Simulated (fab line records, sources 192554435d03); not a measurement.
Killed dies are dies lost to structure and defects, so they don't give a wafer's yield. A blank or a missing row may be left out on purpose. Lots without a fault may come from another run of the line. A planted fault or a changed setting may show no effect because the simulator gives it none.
A struck lot beside a sound one | flow n5_finfet | 16 steps out of a route of 1938
Sound: wafers L411.1, L411.3, L411.6. Struck: wafers L413.3, L413.4, L413.5. The cause comes at the end.
At each step with rows: each side's tool, then ch and its chambers, then its first start. Under that, the readings that differ: sound wafers | struck wafers | difference of the means | sigmas: that difference in standard deviations of wafers without a fault.
alike: readings whose means differ by less than 2 such deviations, and words and numbers that are the same on both sides. not compared: withheld readings, readings that some wafer has no value for, bounds like >300 that may hide the same value, and numbers for which the record gives no deviation and whose values overlap.
The two part at a step that has a row with sigmas, a row that says differs or no value, or rows on one side only. Numbers that don't overlap but have no deviation are shown without sigmas and don't part them. A reading that every wafer of one side lacks parts them only if that side has two wafers or more.

N5_FIN_SAQP_HM_OPEN_33: chemistry CH3F/O2, target SiNx, target depth 49.4 nm, time 70.6 s.
  sound on rie_diel-02 ch 0,1,3, day 3 20:17; struck on rie_diel-04 ch 0,2, day 4 09:21
  alike: O2_flow_sccm, drypump_motor_current_A, etch_rf_on_time_s, oes_o_777_au, oes_product_au, rf_vpp_V, showerhead_plenum_p_Torr, throttle_valve_pct
  not compared: rf_hours_counter_h
N5_FIN_SAQP_ETCH_34: etches SiO2 in C4F6/O2, target depth 45 nm, time 15 s.
  sound on rie_diel-02 ch 0,1,3, day 3 20:21; struck on rie_diel-04 ch 0,2, day 4 09:25
  alike: O2_flow_sccm, drypump_motor_current_A, etch_rf_on_time_s, oes_o_777_au, oes_product_au, rf_vpp_V, showerhead_plenum_p_Torr, throttle_valve_pct
  not compared: rf_hours_counter_h
N5_FIN_SAQP_STRIP_77: strips in N2/H2, time 90 s.
  sound on rie_diel-02 ch 0,1,3, day 3 20:22; struck on rie_diel-04 ch 0,2, day 4 09:26
  alike: drypump_motor_current_A, oes_product_au, rf_vpp_V, showerhead_plenum_p_Torr, throttle_valve_pct
  not compared: rf_hours_counter_h
N5_FIN_SAQP_HM_CD_35: target cd 8 nm.
  sound on cd_sem-02, day 3 20:31; struck on cd_sem-03, day 4 09:34
  alike: cd_nm
N5_FIN_SAQP_ETCH_64: etches SiO2 in CF4, target depth 1.5 nm.
  sound on rie_si-03 ch 1,2,3, day 3 20:33; struck on rie_si-03 ch 0,1, day 4 09:37
  alike: drypump_motor_current_A, he_backside_leak_sccm, oes_product_au, throttle_valve_pct
  not compared: rf_hours_counter_h
N5_FIN_SAQP_FIN_ETCH_36: etches the open film in HBr/Cl2/O2, target depth 120 nm, time 50.4 s.
  sound on rie_si-03 ch 1,2,3, day 3 20:34; struck on rie_si-03 ch 0,1, day 4 09:38
  alike: O2_flow_sccm, drypump_motor_current_A, he_backside_leak_sccm, oes_o_777_au, oes_product_au, throttle_valve_pct
  not compared: rf_hours_counter_h
N5_FIN_SAQP_CD_MEAS_37: target cd 8 nm.
  sound on cd_sem-02, day 3 20:41; struck on cd_sem-02, day 4 09:46
  alike: cd_nm
then, 3 steps without rows for these wafers: N5_FIN_SAQP_PRECLEAN_38 (cleans in O3/DIW, time 45 s); N5_FIN_SAQP_PRECLEAN_45 (cleans in dHF, time 10 s); N5_FIN_SAQP_SRD_39 (time 30 s).
N5_FIN_SAQP_OCD_MEAS_76:
  sound on ocd-02, day 3 20:47; struck on ocd-02, day 4 09:53
  alike: trench_depth_nm
N5_FIN_SAQP_INSPECT_40: inspects for defects (brightfield).
  sound on defect_inspect-01, day 3 20:49; struck on defect_inspect-02, day 4 09:55
  alike: raw_defect_count
N5_FIN_CUT_COAT_18: time 60 s, resist thk 230 nm.
  sound on litho_track-03 ch 0, day 3 20:52; struck on litho_track-01 ch 0, day 4 09:57
  reading                  | sound                | struck               | difference | sigmas
  heater_power_total_W (W) | 502.6 499.9 500.1    | 843.7 841.2 841.1    | +341.1     | +99 or more
  plate_temp_C (C)         | 250.45 250.23 250.08 | 268.31 268.42 268.52 | +18.16     | +91
  alike: chill_plate_temp_C
then, 1 step without rows for these wafers: N5_FIN_CUT_COAT_19 (time 60 s, resist thk 20 nm).
-- the record jumps here: 6 days lie between the struck wafers' starts before and after (it left off in module FIN_CUT and takes up again in module BEOL_M4, whose first step shown is number 1111 of the route) --
N5_BEOL_M4_RC_MEAS_101:
  sound on prober-01 ch 0, day 9 17:04; struck on prober-01 ch 0, day 10 02:50
  alike: DIBL_N, DIBL_P, IOFF_N, IOFF_P, ION_N, ION_P, SS_N, SS_P, VT_N, VT_P
N5_PASSIVATION_PROBE_49:
  the record has rows for the sound wafers here (prober-01, day 14 08:21) and none for the struck ones

WHERE THEY PART
First at N5_FIN_CUT_COAT_18; last, within this record, at N5_PASSIVATION_PROBE_49.

WHY: what the simulator had put in
Process parameter drift: litho_track-01, from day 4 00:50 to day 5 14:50, at N5_FIN_CUT_COAT_18. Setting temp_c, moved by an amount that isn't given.
